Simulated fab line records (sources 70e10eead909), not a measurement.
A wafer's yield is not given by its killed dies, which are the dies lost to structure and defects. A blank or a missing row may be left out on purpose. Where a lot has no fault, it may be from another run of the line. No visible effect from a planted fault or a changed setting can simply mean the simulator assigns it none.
Matching of chambers || flow nandHarc || NHARC_P_M2_DESCUM_14 on rieDiel-01 has 4 sister chambers
The step chemistry O2, time 3 s. 8 wafers are shown with their chamber, then 12 later ones without.

## WAFERS, EACH WITH ITS CHAMBER
{"wafer": "L083.4", "chamber": 1, "drypumpMotorCurrentA (A)": 6.3, "oesProductAu (a.u.)": 0.999}
{"wafer": "L086.3", "chamber": 1, "drypumpMotorCurrentA (A)": 6.3, "oesProductAu (a.u.)": 0.997}
{"wafer": "L085.5", "chamber": 0, "drypumpMotorCurrentA (A)": 5.2, "oesProductAu (a.u.)": 1.015}
{"wafer": "L090.4", "chamber": 2, "drypumpMotorCurrentA (A)": 5.2, "oesProductAu (a.u.)": 0.982}
{"wafer": "L090.5", "chamber": 3, "drypumpMotorCurrentA (A)": 5.3, "oesProductAu (a.u.)": 0.989}
{"wafer": "L092.1", "chamber": 2, "drypumpMotorCurrentA (A)": 5.2, "oesProductAu (a.u.)": 0.985}
{"wafer": "L092.5", "chamber": 0, "drypumpMotorCurrentA (A)": 5.1, "oesProductAu (a.u.)": 1.010}
{"wafer": "L092.6", "chamber": 3, "drypumpMotorCurrentA (A)": 5.3, "oesProductAu (a.u.)": 0.992}

## WAFERS WITHOUT THEIR CHAMBER
{"wafer": "L094.3", "drypumpMotorCurrentA (A)": 5.1, "oesProductAu (a.u.)": 1.020}
{"wafer": "L094.4", "drypumpMotorCurrentA (A)": 5.2, "oesProductAu (a.u.)": 0.987}
{"wafer": "L094.5", "drypumpMotorCurrentA (A)": 5.3, "oesProductAu (a.u.)": 0.987}
{"wafer": "L095.1", "drypumpMotorCurrentA (A)": 5.3, "oesProductAu (a.u.)": 0.986}
{"wafer": "L095.2", "drypumpMotorCurrentA (A)": 5.3, "oesProductAu (a.u.)": 0.993}
{"wafer": "L095.5", "drypumpMotorCurrentA (A)": 5.1, "oesProductAu (a.u.)": 1.010}
{"wafer": "L096.1", "drypumpMotorCurrentA (A)": 6.3, "oesProductAu (a.u.)": 0.976}
{"wafer": "L096.2", "drypumpMotorCurrentA (A)": 5.2, "oesProductAu (a.u.)": 0.972}
{"wafer": "L096.3", "drypumpMotorCurrentA (A)": 5.1, "oesProductAu (a.u.)": 0.994}
{"wafer": "L097.2", "drypumpMotorCurrentA (A)": 5.3, "oesProductAu (a.u.)": 0.999}
{"wafer": "L097.3", "drypumpMotorCurrentA (A)": 6.3, "oesProductAu (a.u.)": 1.000}
{"wafer": "L097.6", "drypumpMotorCurrentA (A)": 5.2, "oesProductAu (a.u.)": 0.987}

## WHICH CHAMBER EACH ONE RAN IN
{"wafer": "L094.3", "from the rows above": 0, "in truth": 0}
{"wafer": "L094.4", "from the rows above": "can't be placed: 2 or 3", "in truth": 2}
{"wafer": "L094.5", "from the rows above": "can't be placed: 3 or 2", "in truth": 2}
{"wafer": "L095.1", "from the rows above": "can't be placed: 3 or 2", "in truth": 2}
{"wafer": "L095.2", "from the rows above": 3, "in truth": 3}
{"wafer": "L095.5", "from the rows above": 0, "in truth": 0}
{"wafer": "L096.1", "from the rows above": 1, "in truth": 1}
{"wafer": "L096.2", "from the rows above": 2, "in truth": 2}
{"wafer": "L096.3", "from the rows above": "can't be placed: 2 or 3", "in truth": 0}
{"wafer": "L097.2", "from the rows above": 3, "in truth": 3}
{"wafer": "L097.3", "from the rows above": 1, "in truth": 1}
{"wafer": "L097.6", "from the rows above": "can't be placed: 2 or 3", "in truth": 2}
Placed correctly: 7 of 12. Can't be placed from these rows: 5 (the true chamber is among the candidates in 4). Wrongly placed: 0.
How it was worked out, from the rows above alone: a wafer's distance from a chamber is the root of the sum, over the readings, of the square of ((its reading less the chamber's mean) divided by the reading's scatter). If the next closest chamber is less than 2 further off than the closest, the wafer can't be placed; otherwise it belongs to the closest. For every chamber, the mean is computed from those of its wafers that are shown. The scatter: the root of (the sum of the squares of (reading less its chamber's mean) over the shown wafers, divided by (wafers less chambers)).
